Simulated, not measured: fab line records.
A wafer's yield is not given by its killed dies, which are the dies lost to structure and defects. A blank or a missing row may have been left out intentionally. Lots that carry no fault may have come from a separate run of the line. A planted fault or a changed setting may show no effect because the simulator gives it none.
3 desks looking at one fault | flow n5 finfet | each desk has only its own numbers; what lay behind them comes last

== THE METROLOGY DESK ==
Lot by lot, what the gauges showed, no matter which tool ran the lot: averages of those sampled wafers that carry a number. Marked OUT: a lot whose mean sits more than 4 standard deviations from the usual mean, which makes it out of limits; the brackets give that distance. Only the readings that lie furthest out on some lot appear, 7 of the 10 it has.
Columns: A = DIBL_N at N5_BEOL_M4_RC_MEAS_101, usual 36.9 mV/V; B = DIBL_P at N5_BEOL_M4_RC_MEAS_101, usual 36.7 mV/V; C = IOFF_N at N5_BEOL_M4_RC_MEAS_101, usual 0.17 nA/um; D = IOFF_P at N5_BEOL_M4_RC_MEAS_101, usual 0.22 nA/um; E = ION_P at N5_BEOL_M4_RC_MEAS_101, usual 461 uA/um; F = SS_P at N5_BEOL_M4_RC_MEAS_101, usual 73.4 mV/dec; G = VT_N at N5_BEOL_M4_RC_MEAS_101, usual 249 mV
lot  | first seen here | A    | B    | C    | D    | E   | F    | G
L978 | day 8 01:31     | 35.9 | 35.7 | 0.14 | 0.19 | 456 | 73.0 | 252
L984 | day 9 04:58     | 37.7 | 39.4 | 0.20 | 0.23 | 459 | 74.2 | 248
L983 | day 9 05:38     | 37.0 | 38.7 | 0.18 | 0.24 | 465 | 73.4 | 247
L985 | day 9 08:10     | 36.3 | 36.7 | 0.16 | 0.23 | 466 | 73.4 | 248
L986 | day 9 20:14     | 38.0 | 36.5 | 0.19 | 0.22 | 458 | 73.2 | 247
L987 | day 10 05:55    | 34.9 | 35.1 | 0.14 | 0.21 | 460 | 72.4 | 252
L999 | day 13 05:11    | 34.4 | 33.5 | 0.13 | 0.18 | 459 | 73.3 | 255
L100 | day 13 07:12    | 37.1 | 38.0 | 0.19 | 0.27 | 471 | 73.9 | 247
L101 | day 14 00:20    | 38.8 | 38.4 | 0.18 | 0.24 | 462 | 73.9 | 251
Result from this desk: across the 9 lots, nothing is out of limits.

== THE DEFECT DESK ==
Per lot, the means of the sampled wafers with a number show what the inspections along the route counted. Marked OUT: a lot whose mean sits more than 4 standard deviations from the usual mean, which makes it out of limits; the brackets give that distance.
Columns: A = raw defect count at N5_STI_FIN_REVEAL_INSPECT_13, usual 11
lot  | first seen here | A
L978 | day 2 13:22     | 13
L983 | day 3 20:29     | 14
L984 | day 4 01:27     | 13
L985 | day 4 09:26     | 16
L986 | day 4 15:11     | 9
L987 | day 4 22:51     | 9
L999 | day 7 18:24     | 7
L100 | day 8 00:14     | 11
L101 | day 8 06:46     | 10
Result from this desk: across the 9 lots, nothing is out of limits.

== TOOL OWNER'S DESK, lpcvd-01 ==
The tool's own readings at N5_DUMMY_GATE_CVD_03 (deposits a-Si from SiH4, target thk 150 nm, time 8042 s): means of the sampled wafers that have a number, for each lot that ran on this tool. Marked OUT: a lot whose mean sits more than 4 standard deviations from the usual mean, which makes it out of limits; the brackets give that distance.
Columns: A = spike tc bottom C at N5_DUMMY_GATE_CVD_03, usual 549.8 C; B = spike tc centre C at N5_DUMMY_GATE_CVD_03, usual 531.5 C; C = spike tc lower C at N5_DUMMY_GATE_CVD_03, usual 529.7 C; D = spike tc top C at N5_DUMMY_GATE_CVD_03, usual 552.3 C; E = spike tc upper C at N5_DUMMY_GATE_CVD_03, usual 530.5 C; F = susceptor temp C at N5_DUMMY_GATE_CVD_03, usual 529.97 C; G = zone power bottom pct at N5_DUMMY_GATE_CVD_03, usual 10.72 %
lot  | first seen here | A                | B               | C               | D                | E               | F                | G
L978 | day 2 13:34     | 548.6            | 531.0           | 529.4           | 551.3            | 531.1           | 530.15           | 10.78
L983 | day 3 20:41     | 549.3            | 531.9           | 529.2           | 551.8            | 531.7           | 529.88           | 10.87
L984 | day 4 01:51     | 549.2            | 531.5           | 528.3           | 554.5            | 529.4           | 529.90           | 10.88
L985 | day 4 09:38     | 549.2            | 532.1           | 528.5           | 554.5            | 530.1           | 530.05           | 10.87
L986 | day 4 19:16     | 562.0 (+8.7) OUT | 544.6 (+35) OUT | 542.7 (+12) OUT | 564.0 (+5.9) OUT | 544.0 (+20) OUT | 543.09 (+69) OUT | 11.28
L987 | day 5 02:35     | 561.9 (+8.6) OUT | 544.8 (+36) OUT | 542.4 (+12) OUT | 563.7 (+5.7) OUT | 544.4 (+21) OUT | 543.09 (+69) OUT | 11.36
L999 | day 7 18:35     | 549.7            | 530.5           | 529.9           | 552.0            | 531.0           | 529.88           | 10.82
L100 | day 8 00:26     | 548.8            | 531.8           | 528.4           | 554.3            | 529.6           | 529.93           | 10.92
This desk finds L986, L987 out of limits, L986 being first, at day 4 19:16 (spike tc bottom C at N5_DUMMY_GATE_CVD_03). In limits: L978, L983, L984, L985, L999, L100.

== TAKEN TOGETHER ==
The tool owner's desk could have raised an alarm at day 4 19:16, on L986, L987.
Nothing out of limits was seen by the metrology desk.
No out-of-limits result turned up at the defect desk.
The metrology desk holds a record of L986, L987, inside its limits.
The defect desk has L986, L987 on record, within its limits.
Of the lots named, all ran N5_DUMMY_GATE_CVD_03 on lpcvd-01.

== WHAT THE SIMULATOR HAD INSERTED ==
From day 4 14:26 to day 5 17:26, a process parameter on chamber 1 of lpcvd-01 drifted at N5_DUMMY_GATE_CVD_03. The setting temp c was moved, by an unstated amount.
Lots struck among those shown: L986, L987.
Hours from the fault's start to each desk's first reading out of limits: the tool owner's desk, 5.
